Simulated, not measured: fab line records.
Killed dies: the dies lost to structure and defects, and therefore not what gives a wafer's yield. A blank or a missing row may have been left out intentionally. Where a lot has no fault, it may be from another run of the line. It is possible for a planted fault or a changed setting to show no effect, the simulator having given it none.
Matching of chambers ; flow n5Finfet ; N5_BEOL_M7_CURE_74 on uvCure-02 has 3 sister chambers
The step cures SiCOH lowk, time 240 s. 6 wafers are shown with their chamber, then 12 later ones without.

## WAFERS WITH THEIR CHAMBER
wafer;chamber;wafer_temp_C_max;lampPowerPct (%)
L083.3;2;387.2;52.30
L083.6;2;387.0;52.42
L085.3;1;385.9;52.32
L085.4;1;385.8;52.33
L088.2;0;386.3;52.37
L088.5;0;386.6;52.30

## WAFERS WITHOUT THEIR CHAMBER
wafer;wafer_temp_C_max;lampPowerPct (%)
L089.1;386.5;52.32
L089.4;386.4;52.37
L089.5;386.0;52.31
L092.1;385.7;52.32
L092.3;386.8;52.39
L092.6;385.9;52.21
L092.2;386.7;52.20
L092.4;386.8;52.22
L092.5;386.2;52.30
L097.3;387.4;52.32
L097.5;387.0;52.28
L097.6;387.3;52.27

## CHAMBER TAKEN BY EACH
wafer;from the rows above;in truth
L089.1;0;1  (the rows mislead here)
L089.4;0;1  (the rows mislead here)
L089.5;can't be placed: 1 or 0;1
L092.1;1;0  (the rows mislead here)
L092.3;can't be placed: 2 or 0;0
L092.6;1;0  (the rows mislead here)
L092.2;can't be placed: 0 or 2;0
L092.4;can't be placed: 0 or 2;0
L092.5;can't be placed: 0 or 1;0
L097.3;2;2
L097.5;2;2
L097.6;2;2
Correct placement for 3 of the 12. Can't be placed from these rows: 5 (the true chamber is among the candidates in 5). Wrongly placed: 4.
How it was worked out, from the rows above alone: a wafer's distance from a chamber is the root of the sum, over the readings, of the square of ((its reading less the chamber's mean) divided by the reading's scatter). If the next closest chamber is less than 2 further off than the closest, the wafer can't be placed; otherwise it belongs to the closest. A chamber's mean is the mean of its shown wafers. The scatter: the root of (the sum of the squares of (reading less its chamber's mean) over the shown wafers, divided by (wafers less chambers)).
